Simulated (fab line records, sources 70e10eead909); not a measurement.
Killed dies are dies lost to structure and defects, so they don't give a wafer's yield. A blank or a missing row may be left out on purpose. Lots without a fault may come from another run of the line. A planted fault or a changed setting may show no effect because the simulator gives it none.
A struck lot beside a sound one | flow nand_harc | 15 steps out of a route of 1302
Sound: wafers L812.1, L812.3, L812.6. Struck: wafer L817.1. (L817.4 of the same lot was not struck and is left out.) The cause comes at the end.
At each step with rows: each side's tool, then ch and its chambers, then its first start. Under that, the readings that differ: sound wafers | struck wafers | difference of the means | sigmas: that difference in standard deviations of wafers without a fault.
alike: readings whose means differ by less than 2 such deviations, and words and numbers that are the same on both sides. not compared: withheld readings, readings that some wafer has no value for, bounds like >300 that may hide the same value, and numbers for which the record gives no deviation and whose values overlap.
The two part at a step that has a row with sigmas, a row that says differs or no value, or rows on one side only. Numbers that don't overlap but have no deviation are shown without sigmas and don't part them. A reading that every wafer of one side lacks parts them only if that side has two wafers or more.

first, 1 step without rows for these wafers: NHARC_A_ONON_D1_DEP_00 (target thk 1000 nm).
NHARC_A_ONON_D1_THK_MEAS_02: measures by ellipsometry.
  sound on film_metro-02, day 11 08:49; struck on film_metro-02, day 13 02:05
  alike: thk_nm
then, 1 step without rows for these wafers: NHARC_A_ONON_D1_DEP_03 (target thk 1000 nm).
NHARC_A_ONON_D1_THK_MEAS_05: measures by ellipsometry.
  sound on film_metro-02, day 11 09:23; struck on film_metro-01, day 13 02:39
  alike: thk_nm
then, 1 step without rows for these wafers: NHARC_A_ONON_D1_DEP_06 (target thk 1000 nm).
NHARC_A_ONON_D1_THK_MEAS_08: measures by ellipsometry.
  sound on film_metro-01, day 11 09:58; struck on film_metro-01, day 13 03:13
  alike: thk_nm
then, 1 step without rows for these wafers: NHARC_A_ONON_D1_DEP_09 (target thk 1000 nm).
NHARC_A_ONON_D1_THK_MEAS_11: measures by ellipsometry.
  sound on film_metro-02, day 11 10:32; struck on film_metro-01, day 13 03:47
  reading     | sound          | struck | difference | sigmas
  thk_nm (nm) | 1008 1010 1007 | 983    | -25        | -2
then, 1 step without rows for these wafers: NHARC_A_ONON_D1_DEP_12 (target thk 1000 nm).
NHARC_A_ONON_D1_THK_MEAS_14: measures by ellipsometry.
  sound on film_metro-02, day 11 11:05; struck on film_metro-01, day 13 04:21
  alike: thk_nm
then, 1 step without rows for these wafers: NHARC_A_ONON_D1_ANNEAL_15 (time 3600 s).
NHARC_A_ONON_D1_DEP_16: target thk 1000 nm.
  sound on pecvd_onon-02 ch 0, day 11 18:23; struck on pecvd_onon-02 ch 0, day 13 11:41
NHARC_A_ONON_D1_THK_MEAS_18: measures by ellipsometry.
  sound on film_metro-01, day 11 18:54; struck on film_metro-02, day 13 12:11
  reading     | sound          | struck | difference | sigmas
  thk_nm (nm) | 1003 1003 1003 | 1561   | +558       | +71
then, 1 step without rows for these wafers: NHARC_A_ONON_D1_DEP_19 (target thk 1000 nm).
-- the record jumps here: 16 days lie between the struck wafers' starts before and after (it left off in module A_ONON_D1 and takes up again in module END, whose first step shown is number 1302 of the route) --
NHARC_END_SORT_01:
  sound on prober-01 ch 0, day 28 08:52; struck on prober-01 ch 0, day 29 10:26
  reading         | sound | struck | difference | sigmas
  killed_at_array | 41    | 676    | +635       | +33
  killed_dies     | 43    | 677    | +634       | +32
  killed_short    | 3     | 6      | +3         | +2
  alike: killed_at_other, killed_at_periphery, killed_open

WHERE THEY PART
First at NHARC_A_ONON_D1_THK_MEAS_11; last, within this record, at NHARC_END_SORT_01.

WHY: what the simulator had put in
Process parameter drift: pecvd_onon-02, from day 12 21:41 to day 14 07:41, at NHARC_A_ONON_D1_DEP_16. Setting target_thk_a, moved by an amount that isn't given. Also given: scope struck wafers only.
